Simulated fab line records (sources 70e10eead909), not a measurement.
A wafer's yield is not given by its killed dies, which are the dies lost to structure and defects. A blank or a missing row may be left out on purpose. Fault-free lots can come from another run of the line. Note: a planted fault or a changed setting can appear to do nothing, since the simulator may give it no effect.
Which tool is to blame? ; flow nand-harc ; 18 wafers from 6 lots sampled at 2 of the route's 1302 steps

## WHAT THE GAUGES SHOWED, per wafer
NHARC_P_GATE_CD_MEAS_26: the cd target is 120 nm.
lot;measured;on;cd-nm (nm)
L802;day 5 14:26;cd-sem-01;120.2 121.1 119.6
L806;day 7 01:35;cd-sem-03;119.8 119.2 119.3
L816;day 11 03:07;cd-sem-01;119.6 120.0 120.7
L818;day 12 04:46;cd-sem-02;120.0 119.5 119.6
L822;day 13 20:02;cd-sem-03;119.7 119.8 119.5
L824;day 14 12:44;cd-sem-03;120.7 120.6 120.0

## TOOL THAT RAN EACH LOT (tool first, then ch and the chambers of the sampled wafers, then the start)
lot;NHARC_P_GATE_EXPOSE_23
L802;arfi-scanner-02 ch 0, day 5 14:18
L806;arfi-scanner-01 ch 0, day 7 01:28
L816;arfi-scanner-03 ch 0, day 11 02:58
L818;arfi-scanner-02 ch 0, day 12 04:38
L822;arfi-scanner-03 ch 0, day 13 19:53
L824;arfi-scanner-03 ch 0, day 14 12:36
- NHARC_P_GATE_EXPOSE_23: exposes mask P GATE, target cd 120 nm.

## THE ANSWER, worked out from the rows above alone
Rule: usual is defined by the lots themselves. The widest of any qualifying gaps counts: lots, ordered by their means at a reading, are off when they make up no more than a third of the lots, leave a main group of 4 or more, and stand apart from it by 3 or more times the standard deviation of that group's means. A main group whose means are all the same, to the digits that the tables above print for the reading, isn't used. A lot without any number at a reading at which 4 lots or more have one is off too. All remaining lots with rows at the step are treated as sound.
No lot is off on any of the readings shown, so nothing can be concluded from this.

## WHAT THE SIMULATOR PUT IN
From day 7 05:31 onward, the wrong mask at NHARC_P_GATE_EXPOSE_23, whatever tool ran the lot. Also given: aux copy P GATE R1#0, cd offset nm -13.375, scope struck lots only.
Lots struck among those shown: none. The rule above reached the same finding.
